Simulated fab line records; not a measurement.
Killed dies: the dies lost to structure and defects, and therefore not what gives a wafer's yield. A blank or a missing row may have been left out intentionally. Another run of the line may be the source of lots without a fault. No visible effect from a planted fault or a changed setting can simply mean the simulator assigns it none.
Matching of chambers | flow nand harc | 4 sister chambers for NHARC_A_WL_FILL_ETCHBACK_26 on rie si-04
The step etches the open film in HBr, target depth 52 nm, time 13.3 s. 14 wafers are shown with their chamber, then 7 later ones without.

## WAFERS PAIRED WITH THEIR CHAMBERS
wafer  | chamber | drypump motor current A (A) | oes product au (a.u.) | throttle valve pct (%)
L075.1 | 3       | 5.38                        | 0.999                 | 23.263
L075.2 | 1       | 6.08                        | 0.997                 | 23.248
L075.4 | 0       | 5.51                        | 1.017                 | 23.270
L077.2 | 3       | 5.39                        | 0.999                 | 23.265
L077.5 | 3       | 5.38                        | 1.011                 | 23.254
L077.6 | 2       | 5.97                        | 1.005                 | 23.257
L082.2 | 1       | 6.09                        | 0.981                 | 23.267
L082.3 | 0       | 5.53                        | 1.009                 | 23.260
L082.4 | 3       | 5.36                        | 1.003                 | 23.267
L088.3 | 3       | 5.36                        | 1.005                 | 23.275
L088.5 | 1       | 6.09                        | 1.000                 | 23.279
L088.6 | 0       | 5.51                        | 1.019                 | 23.266
L090.2 | 0       | 5.52                        | 1.018                 | 23.252
L090.4 | 1       | 6.09                        | 1.000                 | 23.270

SIGNATURES (means of the wafers above)
reading                 | chamber 0 | chamber 1 | chamber 2 | chamber 3 | scatter within a chamber
drypump motor current A | 5.5175    | 6.0875    | 5.9700    | 5.3740    | 0.0103
oes product au          | 1.01575   | 0.99450   | 1.00500   | 1.00340   | 0.00641
throttle valve pct      | 23.26200  | 23.26600  | 23.25700  | 23.26480  | 0.00961
Rule: a wafer's distance from a chamber is the root of the sum, over the readings, of the square of ((its reading less the chamber's mean) divided by the reading's scatter). If the next closest chamber is less than 2 further off than the closest, the wafer can't be placed; otherwise it belongs to the closest. The scatter is the square root of a quotient: the sum, over the shown wafers, of each reading's squared deviation from its chamber's mean, divided by wafers minus chambers.

## WAFERS MISSING THEIR CHAMBER
wafer  | drypump motor current A (A) | oes product au (a.u.) | throttle valve pct (%)
L090.5 | 5.97                        | 0.982                 | 23.254
L094.1 | 5.38                        | 0.994                 | 23.276
L094.2 | 5.95                        | 0.997                 | 23.276
L094.3 | 5.52                        | 1.011                 | 23.270
L093.1 | 5.51                        | 1.007                 | 23.273
L093.3 | 5.95                        | 1.003                 | 23.271
L093.4 | 5.39                        | 1.013                 | 23.267

## WHICH CHAMBER EACH ONE RAN IN
wafer  | from the rows above | in truth
L090.5 | 2                   | 2
L094.1 | 3                   | 3
L094.2 | 2                   | 2
L094.3 | 0                   | 0
L093.1 | 0                   | 0
L093.3 | 2                   | 2
L093.4 | 3                   | 3
Correct placement for 7 of the 7. Can't be placed from these rows: 0. Wrongly placed: 0.
